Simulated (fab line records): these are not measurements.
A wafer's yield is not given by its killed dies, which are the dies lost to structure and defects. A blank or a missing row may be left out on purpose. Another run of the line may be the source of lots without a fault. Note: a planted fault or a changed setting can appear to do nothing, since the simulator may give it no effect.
Chamber matching + flow n5-finfet + N5_BEOL_M3_ALD_84 on ald-metal-02 has 4 sister chambers
The step deposits TaN, pulse time 2 s, purge time 3 s, co reactant purge time 2 s. 8 wafers are shown with their chamber, then 8 later ones without.

## WAFERS WITH THEIR CHAMBER
| wafer  | chamber | heater-power-w (W) |
|--------|---------|--------------------|
| L078.3 | 0       | 424                |
| L078.6 | 2       | 420                |
| L080.4 | 1       | 346                |
| L080.6 | 0       | 419                |
| L081.3 | 1       | 345                |
| L081.4 | 3       | 409                |
| L081.5 | 2       | 426                |
| L089.1 | 3       | 423                |

## WAFERS WITH NO CHAMBER GIVEN
| wafer  | heater-power-w (W) |
|--------|--------------------|
| L089.3 | 411                |
| L089.4 | 341                |
| L090.3 | 414                |
| L090.5 | 416                |
| L090.6 | 428                |
| L095.3 | 421                |
| L095.5 | 428                |
| L095.6 | 421                |

## CHAMBER TAKEN BY EACH
| wafer  | from the rows above          | in truth |
|--------|------------------------------|----------|
| L089.3 | can't be placed: 3 or 0 or 2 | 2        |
| L089.4 | 1                            | 1        |
| L090.3 | can't be placed: 3 or 0 or 2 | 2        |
| L090.5 | can't be placed: 3 or 0 or 2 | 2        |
| L090.6 | can't be placed: 2 or 0 or 3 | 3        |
| L095.3 | can't be placed: 0 or 2 or 3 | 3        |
| L095.5 | can't be placed: 2 or 0 or 3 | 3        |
| L095.6 | can't be placed: 0 or 2 or 3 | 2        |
Placed correctly: 1 of 8. These rows do not allow placing 7 (true chamber among the candidates in 7). Placed wrongly: 0.
How it was worked out, from the rows above alone: a wafer's distance from a chamber is the root of the sum, over the readings, of the square of ((its reading less the chamber's mean) divided by the reading's scatter). If the next closest chamber is less than 2 further off than the closest, the wafer can't be placed; otherwise it belongs to the closest. Each chamber's mean is taken over the wafers shown for it. The scatter is the square root of a quotient: the sum, over the shown wafers, of each reading's squared deviation from its chamber's mean, divided by wafers minus chambers.
